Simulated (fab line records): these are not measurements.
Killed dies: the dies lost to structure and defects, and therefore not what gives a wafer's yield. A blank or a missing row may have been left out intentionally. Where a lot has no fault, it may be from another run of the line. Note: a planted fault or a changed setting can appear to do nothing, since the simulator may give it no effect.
fab line records	flow nandHarc
[record] lots = 6	wafers = 18	lastDay = 33
route steps=1302 shown P_GATE@119 END@1302
lots with no fault: from the same line, run without faults
startH: hours from the record's opening day to when the first of the lot's shown wafers began	waitH: time in hours since the lot's previous step	" as in the row above	L1.1+2: one row covering several wafers at once	- no value, or no start given	* or withheld: withheld	< > ~ a bound
route shown NAME@n: names a module that has steps shown in the file, with the first one's number in the route	usual: mean and standard deviation over wafers with no fault	same: alike in all rows	chamber/n: place in a boat	sites: the reading at each site	_std_site: the values' standard deviation	_edge_site: outer sites' mean less inner sites'	radiusMm: for every site, how far away it sits from the centre of the wafer	mask NAME#n: copy n	behind: tool/chamber where the wafer was last shaped	hold: cause of the lot's hold/its duration in hours/its outcome	device: the n, p or np transistor that did not switch	end of line: tests run on the same wafers once the route is complete	step lacking rows: just its recipe	killed: dies that structure and defects cost at the first sort, which is not the same as the wafer's yield	map: dies across one wafer; x = killed, . = not, _ = none there
set.NAME: the setting the step ran with; set.NAME@STEP: the setting that earlier step ran with	model.NAME: the simulator's own value behind a step, which no gauge read
lots seen at some steps along the route; tables by step, rows by wafer
services: when a tool's chamber went out of use (startH, in hours from the record's first day, below 0 if earlier), for how many hours, and the reason
[[steps]]
[step NHARC_P_GATE_EXPOSE_08]
[recipe] na = 0.6	doseMj = 16.75	maskId = P_HV
[step NHARC_P_GATE_PEB_09]
[recipe] pebTempC = 118	pebTimeS = 85
[step NHARC_P_GATE_DEVELOP_10]
[recipe] timeS = 70
[step NHARC_P_GATE_CD_MEAS_11]
[recipe] targetCdNm = 1640	landingEnergyEv = 500
[usual] cdNm = 1638.8/1.7
[same] landingEnergyEv = 500
lot.wafer	tool	chamber	startH	waitH	cdNm
L140.1	cdSem-03	0	88.06	-	1639.0
L140.2	"	0	"	"	1639.5
L140.5	"	0	"	"	1639.6
L147.3	cdSem-03	0	165.64	-	1636.1
L147.4	"	0	"	"	1640.1
L147.5	"	0	"	"	1637.4
L150.1	cdSem-03	0	187.28	-	1637.3
L150.2	"	0	"	"	1638.4
L150.4	"	0	"	"	1638.2
L154.2	cdSem-02	0	224.33	-	1636.7
L154.3	"	0	"	"	1636.3
L154.4	"	0	"	"	1635.4
L153.3	cdSem-02	0	224.41	-	1637.5
L153.5	"	0	"	"	1635.6
L153.6	"	0	"	"	1638.7
L161.1	cdSem-01	0	296.26	-	1639.8
L161.4	"	0	"	"	1641.1
L161.6	"	0	"	"	1639.2
[step NHARC_P_GATE_HARDBAKE_12]
[recipe] tempC = 125	timeS = 80
[step NHARC_P_GATE_DESCUM_13]
[recipe] timeS = 3	o2FlowSccm = 200	arFlowSccm = 0	biasPowerW = 0	chemistry = O2
[usual] chamberPressureMTorr = 60.00/0.059	drypumpMotorCurrentA = 5.8/0.34	oesProductAu = 1.000/0.0094	rfVppV = 57.7/0.96	showerheadPlenumPTorr = 1.90/0.092	throttleValvePct = 11.311/0.0089
lot.wafer	tool	chamber	startH	waitH	chamberPressureMTorr	drypumpMotorCurrentA	oesProductAu	rfHoursCounterH	rfVppV	showerheadPlenumPTorr	throttleValvePct
L140.2	rieDiel-03	3	88.23	-	59.91	5.8	0.993	6.2	56.1	1.79	11.308
L140.1	"	1	"	"	59.94	6.1	0.998	6.1	58.1	1.99	11.310
L140.5	"	3	"	"	60.01	5.9	0.993	-	56.7	1.79	11.312
L147.3	rieDiel-03	2	165.82	-	60.06	5.6	1.008	3.5	56.2	1.85	11.311
L147.4	"	0	"	"	59.96	5.3	0.994	3.2	56.0	1.78	11.303
L147.5	"	1	"	"	60.02	6.1	1.000	-	58.0	1.99	11.310
L150.1	rieDiel-03	3	187.45	-	60.02	5.8	0.990	3.5	57.0	1.79	11.301
L150.4	"	0	"	"	60.04	5.3	0.985	3.8	57.6	1.78	11.299
L150.2	"	1	"	"	60.14	6.1	0.984	4.2	56.2	1.99	11.297
L154.4	rieDiel-03	1	224.49	-	59.98	6.1	0.991	5.4	57.9	1.99	11.329
L154.2	"	2	"	"	60.04	5.6	1.022	6.9	57.2	1.85	11.312
L154.3	"	3	"	"	60.04	5.8	1.004	6.3	57.3	1.78	11.315
L153.3	rieDiel-03	3	224.59	-	59.94	5.8	0.999	6.3	57.1	1.78	11.314
L153.6	"	1	"	"	60.03	6.1	0.996	-	59.1	1.99	11.303
L153.5	"	2	"	"	59.90	5.6	1.008	-	56.2	1.85	11.297
L161.4	rieDiel-03	3	296.42	-	59.99	5.8	0.997	0.2	55.8	1.78	11.317
L161.1	"	1	"	"	60.01	6.1	0.989	0.2	58.9	1.99	11.316
L161.6	"	0	"	"	59.98	5.3	1.008	-	57.1	1.78	11.323
[step NHARC_P_GATE_ETCH_14]
[recipe] targetDepthA = 488	chemistry = dHF	material = SiO2
[step NHARC_P_GATE_STRIP_15]
[recipe] timeS = 780	tempC = 130	chemistry = SPM
[step NHARC_P_GATE_PRECLEAN_71]
[recipe] timeS = *	tempC = 50	bathAgeMin = 0	chemistry = SC1
[step NHARC_P_GATE_SRD_72]
[step NHARC_P_GATE_OXIDE_16]
[recipe] targetThkA = 30	tempC = 875	oxTimeS = 392	material = SiO2
[step NHARC_P_GATE_CVD_17]
[recipe] targetThkA = 1500	tempC = 620	timeS = 900	material = poly-Si
[step NHARC_P_GATE_HM_DEP_102]
[recipe] targetThkA = 1200	tempC = 400	material = aC
[usual] throttleValvePct = 34.998/0.0084
lot.wafer	tool	chamber	startH	waitH	throttleValvePct
L140.1	aclDep-03	0	103.47	3.3	34.994
L140.2	"	0	"	"	34.993
L140.5	"	0	"	"	35.001
L147.3	aclDep-02	0	186.14	5.4	34.999
L147.4	"	0	"	"	34.998
L147.5	"	0	"	"	34.991
L150.1	aclDep-02	0	202.93	3.5	34.995
L150.2	"	0	"	"	34.995
L150.4	"	0	"	"	34.993
L154.2	aclDep-01	0	239.87	3.2	35.002
L154.3	"	0	"	"	35.000
L154.4	"	0	"	"	35.003
L153.3	aclDep-03	0	240.32	3.6	35.008
L153.5	"	0	"	"	35.003
L153.6	"	0	"	"	35.011
L161.1	aclDep-02	0	311.50	2.3	35.007
L161.4	"	0	"	"	35.017
L161.6	"	0	"	"	35.000
[step NHARC_P_GATE_DEP_103]
[recipe] targetThkA = 300	targetThkNm = 30	tempC = 400	flowSccm = 200	rfW = 350	material = SiON
[usual] heaterPowerW = 712/110
lot.wafer	tool	chamber	startH	waitH	heaterPowerW
L140.2	pecvd-01	2	104.17	0.5	805
L140.1	"	0	"	"	688
L140.5	"	0	"	"	695
L147.3	pecvd-04	2	186.69	0.4	939
L147.4	"	1	"	"	863
L147.5	"	0	"	"	813
L150.1	pecvd-01	2	203.62	0.6	741
L150.2	"	1	"	"	610
L150.4	"	0	"	"	863
L154.3	pecvd-01	2	240.45	0.4	843
L154.2	"	0	"	"	831
L154.4	"	0	"	"	861
L153.3	pecvd-04	0	240.80	0.4	760
L153.6	"	2	"	"	802
L153.5	"	0	"	"	774
L161.1	pecvd-04	2	312.21	0.6	915
L161.4	"	1	"	"	776
L161.6	"	2	"	"	890
[step NHARC_P_GATE_DEHYDRATE_18]
[recipe] tempC = 150	timeS = 120
[step NHARC_P_GATE_HMDS_19]
[recipe] timeS = 30
[step NHARC_P_GATE_COAT_20]
[recipe] spinRpm = 1500	resistThkNm = 90
[step NHARC_P_GATE_SOFTBAKE_21]
[recipe] tempC = 105	timeS = 55
[step NHARC_P_GATE_EBR_22]
[step NHARC_P_GATE_EXPOSE_23]
[recipe] na = 1.35	targetCdNm = 120	doseMj = 93.91	maskId = P_GATE
[step NHARC_P_GATE_PEB_24]
[recipe] pebTempC = 100	pebTimeS = 65
[step NHARC_P_GATE_DEVELOP_25]
[recipe] developTimeS = 35	devTempC = 23
[step NHARC_P_GATE_CD_MEAS_26]
[recipe] targetCdNm = 120	landingEnergyEv = 500
[usual] cdNm = 120.1/0.63
[same] landingEnergyEv = 500
lot.wafer	tool	chamber	startH	waitH	cdNm
L140.1	cdSem-02	0	104.82	-	120.0
L140.2	"	0	"	"	120.4
L140.5	"	0	"	"	120.4
L147.3	cdSem-01	0	187.37	-	120.4
L147.4	"	0	"	"	120.0
L147.5	"	0	"	"	120.7
L150.1	cdSem-03	0	204.29	-	119.5
L150.2	"	0	"	"	118.9
L150.4	"	0	"	"	120.5
L154.2	cdSem-03	0	241.11	-	119.3
L154.3	"	0	"	"	119.3
L154.4	"	0	"	"	120.2
L153.3	cdSem-02	0	241.46	-	120.0
L153.5	"	0	"	"	120.2
L153.6	"	0	"	"	120.1
L161.1	cdSem-01	0	312.88	-	120.7
L161.4	"	0	"	"	120.7
L161.6	"	0	"	"	120.1
[step NHARC_P_GATE_OVL_MEAS_27]
[usual] overlayXNm = 0.1/0.73	overlayYNm = -0.3/0.91
lot.wafer	tool	chamber	startH	waitH	overlayXNm	overlayYNm
L140.1	overlay-02	-	104.91	-	-0.1	0.4
L140.2	"	-	"	"	-0.4	0.6
L140.5	"	-	"	"	-0.1	0.9
L147.3	overlay-02	-	187.46	-	1.6	0.5
L147.4	"	-	"	"	1.5	0.4
L147.5	"	-	"	"	2.0	0.8
L150.1	overlay-01	-	204.38	-	-0.8	-0.8
L150.2	"	-	"	"	-0.6	-0.9
L150.4	"	-	"	"	-0.7	-0.8
L154.2	overlay-01	-	241.20	-	-0.7	0.7
L154.3	"	-	"	"	-0.2	0.2
L154.4	"	-	"	"	-0.4	0.0
L153.3	overlay-01	-	241.54	-	0.9	1.5
L153.5	"	-	"	"	1.4	0.7
L153.6	"	-	"	"	1.0	1.7
L161.1	overlay-02	-	312.96	-	0.8	-1.1
L161.4	"	-	"	"	0.6	-1.5
L161.6	"	-	"	"	1.0	-1.2
[step NHARC_P_GATE_INSPECT_28]
[usual] rawDefectCount = 6/3.4
lot.wafer	tool	chamber	startH	waitH	rawDefectCount
L140.1	defectInspect-02	-	104.94	0.0	13
L140.2	"	-	"	"	8
L140.5	"	-	"	"	9
L147.3	defectInspect-01	-	187.49	0.0	12
L147.4	"	-	"	"	24
L147.5	"	-	"	"	22
L150.1	defectInspect-01	-	204.42	0.0	19
L150.2	"	-	"	"	27
L150.4	"	-	"	"	16
L154.2	defectInspect-01	-	241.23	0.0	7
L154.3	"	-	"	"	3
L154.4	"	-	"	"	4
L153.3	defectInspect-02	-	241.58	0.0	5
L153.5	"	-	"	"	6
L153.6	"	-	"	"	6
L161.1	defectInspect-01	-	313.00	0.0	6
L161.4	"	-	"	"	10
L161.6	"	-	"	"	7
[step NHARC_P_GATE_DESCUM_31]
[recipe] timeS = 3	o2FlowSccm = 200	arFlowSccm = 0	biasPowerW = 0	chemistry = O2
[usual] chamberPressureMTorr = 60.00/0.051	drypumpMotorCurrentA = 5.8/0.34	oesProductAu = 0.999/0.0084	rfVppV = 57.7/0.88	showerheadPlenumPTorr = 1.91/0.091	throttleValvePct = 11.310/0.0087
lot.wafer	tool	chamber	startH	waitH	chamberPressureMTorr	drypumpMotorCurrentA	oesProductAu	rfHoursCounterH	rfVppV	showerheadPlenumPTorr	throttleValvePct
L140.1	rieDiel-10	2	105.01	0.1	59.98	5.7	1.000	0.5	57.2	1.79	11.310
L140.2	"	0	"	"	59.99	6.4	1.000	2.4	57.4	1.99	11.329
L140.5	"	3	"	"	60.05	5.9	0.995	-	58.4	2.02	11.309
L147.4	rieDiel-06	2	187.57	0.1	59.97	5.9	1.004	2.0	57.3	1.90	11.290
L147.3	"	3	"	"	59.93	5.3	0.999	2.4	58.0	1.98	11.307
L147.5	"	0	"	"	60.06	5.3	0.991	-	58.4	1.99	11.300
L150.1	rieDiel-03	1	204.48	0.1	59.95	6.1	0.998	4.5	58.8	1.99	11.318
L150.4	"	3	"	"	60.03	5.8	1.007	3.8	57.1	1.79	11.318
L150.2	"	0	"	"	59.99	5.2	0.996	4.2	57.4	1.78	11.309
L154.4	rieDiel-03	0	241.29	0.1	60.09	5.3	0.992	5.5	57.0	1.78	11.316
L154.2	"	1	"	"	59.99	6.1	0.987	5.7	59.2	1.99	11.309
L154.3	"	2	"	"	60.07	5.5	1.018	7.1	57.6	1.85	11.301
L153.3	rieDiel-06	3	241.66	0.1	59.93	5.3	0.999	6.6	58.1	1.98	11.307
L153.6	"	1	"	"	60.08	5.5	0.997	-	56.3	2.01	11.310
L153.5	"	2	"	"	59.97	5.9	1.019	-	57.9	1.90	11.321
L161.1	rieDiel-03	2	313.07	0.1	60.02	5.6	1.008	0.3	57.2	1.85	11.313
L161.4	"	3	"	"	59.91	5.8	0.993	1.3	58.0	1.78	11.300
L161.6	"	2	"	"	60.02	5.6	1.015	-	55.9	1.85	11.309
[step NHARC_END_SORT_01]
[recipe] tempC = 25
[usual] killedAtArray = 62/22	killedAtOther = 1.0/1.4	killedAtPeriphery = 4.2/2.8	killedDies = 67/23	killedOpen = 3.1/1.7	killedShort = 2.1/1.5
[same] grossDies = 677
lot.wafer	tool	chamber	startH	waitH	killedAtArray	killedAtOther	killedAtPeriphery	killedDies	killedOpen	killedShort
L147.3	prober-02	0	655.49	3.1	84	1	12	97	3	1
L147.4	prober-02	0	656.29	3.4	87	1	18	106	2	4
L147.5	prober-02	0	657.08	3.7	80	2	11	93	0	3
L150.1	prober-01	0	661.74	2.5	51	1	13	65	3	0
L150.2	prober-01	0	662.55	2.8	45	0	16	61	5	0
L150.4	prober-01	0	664.16	3.4	56	2	10	68	2	3
L161.1	prober-01	0	786.86	2.5	25	0	3	28	4	3
L161.4	prober-01	0	789.25	3.4	32	1	6	39	6	2
L161.6	prober-01	0	790.83	4.0	31	1	5	37	4	6
// killed by level:class
L147.3 A_CHANNEL_HOLE_D1:chamberFilmFlake=28 A_SLIT:chamberFilmFlake=26 A_CHANNEL_HOLE_D2:chamberFilmFlake=20 P_GATE:unspecified=9 A_CONTACT:chamberFilmFlake=4 A_CHANNEL_FILL_D2:chamberFilmFlake=2 A_WL_FILL:chamberFilmFlake=2 P_M0:geometricParticle:open=1
L147.4 A_SLIT:chamberFilmFlake=32 A_CHANNEL_HOLE_D1:chamberFilmFlake=29 P_GATE:unspecified=16 A_CHANNEL_HOLE_D2:chamberFilmFlake=13 A_CONTACT:chamberFilmFlake=5 P_ZERO_WELL:chamberFilmFlake=2 A_CHANNEL_HOLE_D1:geometricParticle:open=1 A_ONON_D2:geometricParticle:short=1
L147.5 A_SLIT:chamberFilmFlake=30 A_CHANNEL_HOLE_D1:chamberFilmFlake=29 A_CHANNEL_HOLE_D2:chamberFilmFlake=9 P_GATE:unspecified=8 A_CONTACT:chamberFilmFlake=7 P_ZERO_WELL:chamberFilmFlake=2 THIN_TSV:chamberFilmFlake=2 P_STI:geometricParticle:short=1
L150.1 A_SLIT:chamberFilmFlake=39 P_GATE:unspecified=8 A_CHANNEL_HOLE_D1:chamberFilmFlake=3 A_CONTACT:chamberFilmFlake=3 P_ZERO_WELL:chamberFilmFlake=2 A_CHANNEL_FILL_D1:chamberFilmFlake=2 P_M0:geometricParticle:open=1 P_M1:geometricParticle:open=1
L150.2 A_SLIT:chamberFilmFlake=28 P_GATE:unspecified=12 A_CHANNEL_HOLE_D1:chamberFilmFlake=6 A_CONTACT:chamberFilmFlake=5 A_CHANNEL_FILL_D1:chamberFilmFlake=2 P_STI:geometricParticle:open=1 P_GATE:geometricParticle:open=1 P_M0:geometricParticle:open=1
L150.4 A_SLIT:chamberFilmFlake=34 P_GATE:unspecified=8 A_CHANNEL_HOLE_D1:chamberFilmFlake=8 A_CONTACT:chamberFilmFlake=3 THIN_TSV:chamberFilmFlake=2 A_ZERO_WELL:chamberFilmFlake=2 A_SGD_CUT:chamberFilmFlake=2 A_WL_FILL:chamberFilmFlake=2
L161.1 A_SLIT:chamberFilmFlake=7 A_SGD_CUT:chamberFilmFlake=3 A_CHANNEL_HOLE_D1:chamberFilmFlake=2 A_CHANNEL_HOLE_D2:chamberFilmFlake=2 A_CONTACT:chamberFilmFlake=2 P_CONTACT:geometricParticle:short=1 P_M0:geometricParticle:open=1 A_CHANNEL_FILL_D1:geometricParticle:short=1
L161.4 A_CONTACT:chamberFilmFlake=11 A_SLIT:chamberFilmFlake=6 P_CONTACT:geometricParticle:open=3 A_CHANNEL_HOLE_D1:unspecified=3 A_SGD_CUT:chamberFilmFlake=3 A_CHANNEL_FILL_D1:geometricParticle:open=2 P_ZERO_WELL:chamberFilmFlake=2 A_CHANNEL_FILL_D1:geometricParticle:short=1
L161.6 A_SLIT:chamberFilmFlake=10 A_SGD_CUT:chamberFilmFlake=4 A_CONTACT:chamberFilmFlake=4 A_M0:geometricParticle:open=2 P_ZERO_WELL:chamberFilmFlake=2 A_CHANNEL_HOLE_D1:unspecified=2 A_WL_FILL:chamberFilmFlake=2 P_GATE:geometricParticle:open=1
// map L147.4 (x killed, . not)
____________.____________
_________......._________
_______.x........._______
______xx...........______
_____xxxxx.........._____
____xxxx.xx..........____
____xxx.xx...........____
___.xxxxx.............___
___.xxxx..............___
__...x.x...............__
__................x....__
_.....x................._
_......x................_
_.................x....x_
_........xx.x..........._
_.......xxx............._
.......xxxxx............x
.......xxxxx.............
.....x..xx.x.x..........x
.......xxxxxx............
.......xxx............x..
_........xx.x..........._
_.......xx.............._
_......................._
_......x..............x._
_......................._
__.......x.............__
__.....................__
___......x..xx........___
___....x..x...........___
____....x.x..x..x....____
____...xx.xxx.x......____
_____......xxxx....._____
______.....xxxx....______
_______....xxx...._______
_________x..xx.x_________
____________.____________
// map L150.4 (x killed, . not)
____________.____________
_________......._________
_______..........._______
______...x.........______
_____..............._____
____.................____
____.................____
___...................___
___...................___
__.....................__
__...........x.........__
_.......x.........x....._
_........x...x.........._
_..x....x..............x_
_........xx.x..........._
_......xx.x............._
.x.x....xxxx.............
......x.x.xx.............
..x......xxx.............
....x..xxxxx.x.......x...
.......xxx...............
_........xxxx..........._
_.........x.........x..x_
_..........x............_
_...........x..........._
_......................._
__.....................__
__.x...................__
___........x..........___
___.....x.x...........___
____.....x.x..x......____
____....x.x..x.......____
_____....x..x..x...._____
______........x....______
_______....x..x..._______
_________...x.x._________
____________x____________
[[services]]
tool	chamber	startH	hours	kind
rieDiel-03	-	70.88	0.2	repair
rieDiel-03	-	85.81	0.7	repair
pecvd-04	-	88.00	13.0	pm
rieDiel-03	3	94.51	25.0	repair
rieDiel-03	-	104.30	9.0	pm
pecvd-01	0	108.54	3.6	repair
pecvd-01	-	112.10	3.7	repair
aclDep-03	-	120.93	13.0	pm
rieDiel-06	-	130.20	9.0	pm
pecvd-01	-	130.34	13.0	pm
pecvd-01	-	169.81	0.5	repair
rieDiel-06	0	201.94	10.2	repair
rieDiel-06	2	206.83	4.9	repair
rieDiel-06	-	208.47	0.6	repair
pecvd-01	-	213.21	1.0	repair
rieDiel-03	0	213.28	5.7	repair
rieDiel-03	1	214.60	5.0	repair
aclDep-02	-	243.59	13.0	pm
rieDiel-03	-	253.51	0.7	repair
pecvd-04	-	269.13	13.0	pm
rieDiel-03	-	281.30	9.0	pm
rieDiel-03	3	296.53	3.5	repair
aclDep-03	-	303.89	13.0	pm
rieDiel-03	2	304.64	5.4	repair
[[key]]
[firstSign] step = NHARC_P_GATE_INSPECT_28	reading = rawDefectCount	direction = up	sigmas = 4	usual = 6	struck = 20
[effect] step = NHARC_END_SORT_01	reading = killedAtPeriphery	direction = up	sigmas = 3.3	usual = 4.2	struck = 13.3
metAt NHARC_P_GATE_HM_DEP_102
struckWafers L147.3,L147.4,L147.5,L150.1,L150.2,L150.4
testerLeftOut L147,L150
[fault] kind = chamberParticleSource	tool = aclDep-02	chamber = 0	onsetH = 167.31	steps = NHARC_P_GATE_HM_DEP_102	ratePerVisitCm2 = 0.020486	endH = 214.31
// testerLeftOut: of these lots the tester's yield and bins aren't shown, on N5 and GAA mostly nor the transistor test; their killed dies are dies lost to structure and defects alone, not to doping, threshold or leakage, so they don't give the yield
